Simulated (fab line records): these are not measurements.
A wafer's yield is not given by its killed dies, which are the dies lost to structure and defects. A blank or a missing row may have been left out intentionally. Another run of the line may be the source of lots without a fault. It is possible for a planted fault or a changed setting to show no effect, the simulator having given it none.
Which tool is to blame? | flow nand_harc | 12 lots, 36 wafers sampled, at 5 steps of a route of 1159

## WHAT EACH GAUGE READ, for each wafer
NHARC_P_CONTACT_OVL_MEAS_13. Usual: overlay_x_nm -0.1 nm, standard deviation 0.67; overlay_y_nm -0.1 nm, standard deviation 1.1.
lot  | measured     | on         | overlay_x_nm (nm) | overlay_y_nm (nm) | flag
L925 | day 5 17:41  | overlay-02 | -0.8 0.2 0.0      | 0.4 0.5 0.0       |
L927 | day 5 21:03  | overlay-02 | -0.1 -0.3 -0.3    | 0.3 0.4 0.7       |
L928 | day 6 11:12  | overlay-02 | 1.1 1.2 0.9       | 0.9 0.5 0.5       |
L930 | day 6 18:21  | overlay-01 | 0.0 0.2 -0.3      | -1.3 -1.9 -1.2    |
L931 | day 7 02:42  | overlay-02 | -0.3 -0.2 0.0     | -1.7 -1.5 -2.0    |
L932 | day 7 12:38  | overlay-02 | 0.5 0.5 1.2       | -0.5 0.4 -0.2     |
L934 | day 7 15:29  | overlay-02 | -0.6 -0.3 -0.6    | -0.1 0.0 -0.3     |
L933 | day 7 16:50  | overlay-01 | -0.9 -0.5 -0.9    | -1.9 -1.7 -1.9    |
L938 | day 8 21:11  | overlay-02 | -0.1 -0.2 -0.3    | -1.3 -1.6 -1.0    |
L945 | day 10 12:01 | overlay-01 | 1.0 0.3 1.3       | 0.4 0.7 0.5       |
L946 | day 10 21:16 | overlay-01 | 0.1 0.0 0.0       | 0.6 0.5 1.0       |
L947 | day 11 01:47 | overlay-02 | -0.1 -0.2 -0.3    | -0.5 -0.5 -0.6    |

NHARC_END_SORT_01. Usual: defect_limited_yield 95.4 %, standard deviation 1.4; killed_at_array 27, standard deviation 9.3; killed_at_other 0.9, standard deviation 1.3; killed_at_periphery 3.6, standard deviation 2.7; killed_dies 31, standard deviation 9.7; killed_open 3.3, standard deviation 1.8; killed_short 2.0, standard deviation 1.5; sort_bin_2_pct 1.4 %, standard deviation 0.63; sort_bin_3_pct 0.25 %, standard deviation 0.21; sort_bin_4_pct 2.9 %, standard deviation 0.93; sort_n_pass 646, standard deviation 9.7; sort_rim_yield_pct 95 %, standard deviation 3.1; sort_yield_pct 95.4 %, standard deviation 1.4.
lot  | measured     | on        | defect_limited_yield (%) | killed_at_array | killed_at_other | killed_at_periphery | killed_dies | killed_open | killed_short | sort_bin_2_pct (%) | sort_bin_3_pct (%) | sort_bin_4_pct (%) | sort_n_pass | sort_rim_yield_pct (%) | sort_yield_pct (%) | flag
L928 | day 20 14:55 | prober-01 | 96.0 96.3 96.0           | 23 21 22        | 0 0 2           | 4 4 3               | 27 25 27    | 5 2 1       | 4 1 5        | 1.2 1.0 1.5        | 0 0.30 0.30        | 2.8 2.4 2.2        | 650 652 650 | 95 92 95               | 96.0 96.3 96.0     |
L930 | day 19 22:29 | prober-02 | 97.2 97.5 96.9           | 15 13 17        | 2 2 0           | 2 2 4               | 19 17 21    | 4 6 3       | 0 2 4        | 0.9 0.9 1.2        | 0 0.15 0           | 1.9 1.5 1.9        | 658 660 656 | 97 96 98               | 97.2 97.5 96.9     |
L931 | day 20 17:07 | prober-02 | 97.8 96.6 95.1           | 11 18 19        | 0 0 0           | 4 5 14              | 15 23 33    | 2 4 5       | 2 2 2        | 0.3 1.2 1.5        | 0.15 0 0           | 1.8 2.2 3.4        | 662 654 644 | 97 95 93               | 97.8 96.6 95.1     |
L934 | day 21 04:41 | prober-01 | 94.2                     | 31              | 0               | 8                   | 39          | 1           | 4            | 1.6                | 0.59               | 3.5                | 638         | 91                     | 94.2               |
L938 | day 22 21:52 | prober-01 | 95.0 96.0 94.5           | 32 25 31        | 0 0 0           | 2 2 6               | 34 27 37    | 3 6 8       | 2 0 4        | 1.8 1.6 2.4        | 0.15 0 0.44        | 3.1 2.4 2.7        | 643 650 640 | 93 96 92               | 95.0 96.0 94.5     |
L945 | day 23 22:03 | prober-02 | 92.8 91.6 93.6           | 46 54 43        | 0 0 0           | 3 3 0               | 49 57 43    | 3 7 0       | 1 1 2        | 2.2 2.4 2.8        | 0.89 0.44 0.15     | 4.1 5.6 3.4        | 628 620 634 | 85 90 91               | 92.8 91.6 93.6     |
L947 | day 24 19:13 | prober-02 | 93.6 93.1 95.0           | 37 45 29        | 5 1 5           | 1 1 0               | 43 47 34    | 2 2 3       | 2 1 1        | 1.9 2.4 1.9        | 0.89 0.15 0.30     | 3.5 4.4 2.8        | 634 630 643 | 90 100 98              | 93.6 93.1 95.0     |

## TOOL THAT RAN EACH LOT (tool first, then ch and the chambers of the sampled wafers, then the start)
lot  | NHARC_P_GATE_RTA_80              | NHARC_P_CONTACT_ETCH_36                       | NHARC_P_M0_STRIP_19
L925 | rtp_anneal-01 ch 0, day 5 15:28  | rie_diel-02 ch 0,2,3, day 5 22:36 or earlier  | wet_bench-04 ch 1,2,7, day 5 22:36
L927 | rtp_anneal-02 ch 0, day 5 18:49  | rie_diel-13 ch 0,2, day 6 02:32 or earlier    | wet_bench-04 ch 1,4,7, day 6 02:32
L928 | rtp_anneal-01 ch 0, day 6 08:58  | rie_diel-04 ch 0,1,2, day 6 16:49 or earlier  | wet_bench-07 ch 0,2,3, day 6 16:49
L930 | rtp_anneal-02 ch 0, day 6 16:07  | rie_diel-02 ch 0,1,2, day 6 23:07 or earlier  | wet_bench-01 ch 1,4,6, day 6 23:07
L931 | rtp_anneal-01 ch 0, day 7 00:31  | rie_diel-04 ch 0,3, day 7 07:37 or earlier    | wet_bench-07 ch 2,5,7, day 7 07:37
L932 | rtp_anneal-02 ch 0, day 7 10:17  | rie_diel-04 ch 0,1,2, day 7 18:39 or earlier  | wet_bench-07 ch 1,2,3, day 7 18:39
L934 | rtp_anneal-01 ch 0, day 7 13:07  | rie_diel-04 ch 0,1,2, day 7 23:20 or earlier  | wet_bench-07 ch 1,2,5, day 7 23:20
L933 | rtp_anneal-01 ch 0, day 7 14:28  | rie_diel-04 ch 0,1,3, day 7 23:53 or earlier  | wet_bench-04 ch 0,4,7, day 7 23:53
L938 | rtp_anneal-01 ch 0, day 8 18:34  | rie_diel-13 ch 1,2, day 9 02:19 or earlier    | wet_bench-04 ch 0,1,4, day 9 02:19
L945 | rtp_anneal-01 ch 0, day 10 09:41 | rie_diel-02 ch 0,3, day 10 17:02 or earlier   | wet_bench-04 ch 3,6,7, day 10 17:02
L946 | rtp_anneal-02 ch 0, day 10 18:36 | rie_diel-04 ch 0,1,2, day 11 02:25 or earlier | wet_bench-07 ch 1,3,6, day 11 02:25
L947 | rtp_anneal-02 ch 0, day 10 23:00 | rie_diel-02 ch 0,2, day 11 08:05 or earlier   | wet_bench-07 ch 3,5,6, day 11 08:05
- NHARC_P_GATE_RTA_80: time 30 s.
- NHARC_P_CONTACT_ETCH_36: etches the open film in N2/H2, target depth 260 nm, time 406.25 s.
- NHARC_P_M0_STRIP_19: strips in post etch residue remover, time 600 s.

## WHAT THE TOOLS THEMSELVES READ (means of the sampled wafers that have a number; where no wafer has one, the mark that the record gives instead)
NHARC_P_GATE_RTA_80. Usual: lamp_power_pct 2.37 %, standard deviation 0.059; wafer_temp_C_max 301.9, standard deviation 0.42.
lot  | tool          | lamp_power_pct (%) | wafer_temp_C_max | flag
L925 | rtp_anneal-01 | 2.42               | 301.9            |
L927 | rtp_anneal-02 | 2.30               | 301.6            |
L928 | rtp_anneal-01 | 2.43               | 301.6            |
L930 | rtp_anneal-02 | 2.31               | 301.7            |
L931 | rtp_anneal-01 | 2.42               | 302.1            |
L932 | rtp_anneal-02 | 2.30               | 301.7            |
L934 | rtp_anneal-01 | 2.42               | 302.1            |
L933 | rtp_anneal-01 | 2.42               | 302.1            |
L938 | rtp_anneal-01 | 2.42               | 302.2            |
L945 | rtp_anneal-01 | 2.43               | 301.9            |
L946 | rtp_anneal-02 | 2.30               | 302.0            |
L947 | rtp_anneal-02 | 2.30               | 301.6            |

NHARC_P_CONTACT_ETCH_36. Usual: drypump_motor_current_A 5.7 A, standard deviation 0.47; oes_product_au 1.000 a.u., standard deviation 0.0098; rf_vpp_V 429.9 V, standard deviation 3; showerhead_plenum_p_Torr 2.02 Torr, standard deviation 0.1; throttle_valve_pct 14.171 %, standard deviation 0.0088.
lot  | tool        | drypump_motor_current_A (A) | oes_product_au (a.u.) | rf_vpp_V (V) | showerhead_plenum_p_Torr (Torr) | throttle_valve_pct (%) | flag
L925 | rie_diel-02 | 5.9                         | 0.991                 | 430.6        | 2.03                            | 14.177                 |
L927 | rie_diel-13 | 5.3                         | 1.004                 | 429.7        | 2.01                            | 14.162                 |
L928 | rie_diel-04 | 5.3                         | 1.001                 | 430.4        | 2.05                            | 14.169                 |
L930 | rie_diel-02 | 5.9                         | 1.000                 | 428.2        | 1.96                            | 14.176                 |
L931 | rie_diel-04 | 5.2                         | 1.008                 | 427.6        | 1.91                            | 14.179                 |
L932 | rie_diel-04 | 5.3                         | 0.994                 | 431.4        | 2.05                            | 14.168                 |
L934 | rie_diel-04 | 5.3                         | 1.005                 | 430.6        | 2.05                            | 14.174                 |
L933 | rie_diel-04 | 5.3                         | 1.000                 | 428.5        | 1.97                            | 14.179                 |
L938 | rie_diel-13 | 6.2                         | 1.002                 | 432.9        | 2.12                            | 14.179                 |
L945 | rie_diel-02 | 5.7                         | 1.002                 | 430.1        | 2.03                            | 14.172                 |
L946 | rie_diel-04 | 5.3                         | 0.995                 | 431.4        | 2.05                            | 14.172                 |
L947 | rie_diel-02 | 6.0                         | 0.996                 | 427.8        | 1.96                            | 14.171                 |

NHARC_P_M0_STRIP_19. Usual: bath_heat_duty_pct 12.7 %, standard deviation 1.4; run_length_s 603.4 s, standard deviation 1.4.
lot  | tool         | bath_heat_duty_pct (%) | run_length_s (s) | flag
L925 | wet_bench-04 | 12.1                   | 603.8            |
L927 | wet_bench-04 | 13.1                   | 603.5            |
L928 | wet_bench-07 | 12.5                   | 603.1            |
L930 | wet_bench-01 | 13.0                   | 603.7            |
L931 | wet_bench-07 | 13.3                   | 602.7            |
L932 | wet_bench-07 | 12.5                   | 603.6            |
L934 | wet_bench-07 | -                      | -                | OFF
L933 | wet_bench-04 | -                      | -                | OFF
L938 | wet_bench-04 | 13.6                   | 604.5            |
L945 | wet_bench-04 | 12.4                   | 603.7            |
L946 | wet_bench-07 | 12.2                   | 603.6            |
L947 | wet_bench-07 | 13.8                   | 603.8            |

## THE ANSWER, worked out from the rows above alone
Rule: a lot is off if the mean of its wafers that have a number lies more than 3 standard deviations from the usual mean. A lot without any number at a reading at which 4 lots or more have one is off too. All remaining lots with rows at the step are treated as sound. First the gauges in route order, then the tools' own readings, where a lot's mean is used as printed above. The first step at which some lot is off is used, and at that step the reading that is off furthest; a lot without a number counts as furthest.
Off: L934, L933 (NHARC_P_M0_STRIP_19, bath_heat_duty_pct). Without a number there: L934, L933.
A tool fits if, at that step or a process step before it, it ran every lot that is off, and no sound lot after the first of them. NHARC_P_CONTACT_ETCH_36: start missing for some lots; hours and lot order therefore follow NHARC_P_M0_STRIP_19. Not one of the candidates tried fits.

## WHAT THE SIMULATOR HAD INSERTED
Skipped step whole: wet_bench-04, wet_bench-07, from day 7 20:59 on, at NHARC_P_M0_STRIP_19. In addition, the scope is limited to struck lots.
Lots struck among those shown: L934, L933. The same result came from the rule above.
